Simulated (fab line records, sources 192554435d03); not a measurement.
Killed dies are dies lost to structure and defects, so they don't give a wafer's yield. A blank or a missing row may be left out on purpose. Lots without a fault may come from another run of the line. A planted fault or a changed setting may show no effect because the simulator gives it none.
Which tool did it? | flow n5_finfet | 10 lots, 30 wafers sampled, at 1 step of a route of 1938

WHAT THE GAUGES READ, wafer by wafer
N5_BEOL_M5_INSPECT_13: inspects for defects (brightfield).
lot  | measured     | on                | raw_defect_count
L710 | day 8 09:59  | defect_inspect-01 | 469 340 447
L711 | day 8 15:52  | defect_inspect-02 | 250 278 302
L715 | day 9 10:53  | defect_inspect-02 | 429 450 482
L714 | day 9 10:56  | defect_inspect-01 | 329 412 454
L716 | day 9 20:50  | defect_inspect-01 | 346 289 318
L718 | day 10 17:25 | defect_inspect-02 | 399 421 353
L721 | day 11 00:38 | defect_inspect-01 | 474 369 500
L727 | day 12 12:56 | defect_inspect-02 | 373 415 491
L728 | day 13 04:28 | defect_inspect-01 | 332 317 464
L731 | day 13 20:21 | defect_inspect-02 | 584 483 624

WHICH TOOL RAN EACH LOT (tool, then ch and the chambers of the sampled wafers, then the start)
The record holds no process step before these readings.

THE ANSWER, worked out from the rows above alone
Rule: what is usual is taken from the lots themselves. Put in order of their means at a reading, lots are off if they are a third of the lots or fewer, leave a main group of 4 or more, and stand apart from it by a gap of 3 or more times the standard deviation of the main group's means; of several such gaps the widest counts. A main group whose means are all the same, to the digits that the tables above print for the reading, isn't used. A lot without any number at a reading at which 4 lots or more have one is off too. The other lots that the step has rows for count as sound.
No lot is off at any reading shown: from this, nothing can be told.

WHAT THE SIMULATOR HAD PUT IN
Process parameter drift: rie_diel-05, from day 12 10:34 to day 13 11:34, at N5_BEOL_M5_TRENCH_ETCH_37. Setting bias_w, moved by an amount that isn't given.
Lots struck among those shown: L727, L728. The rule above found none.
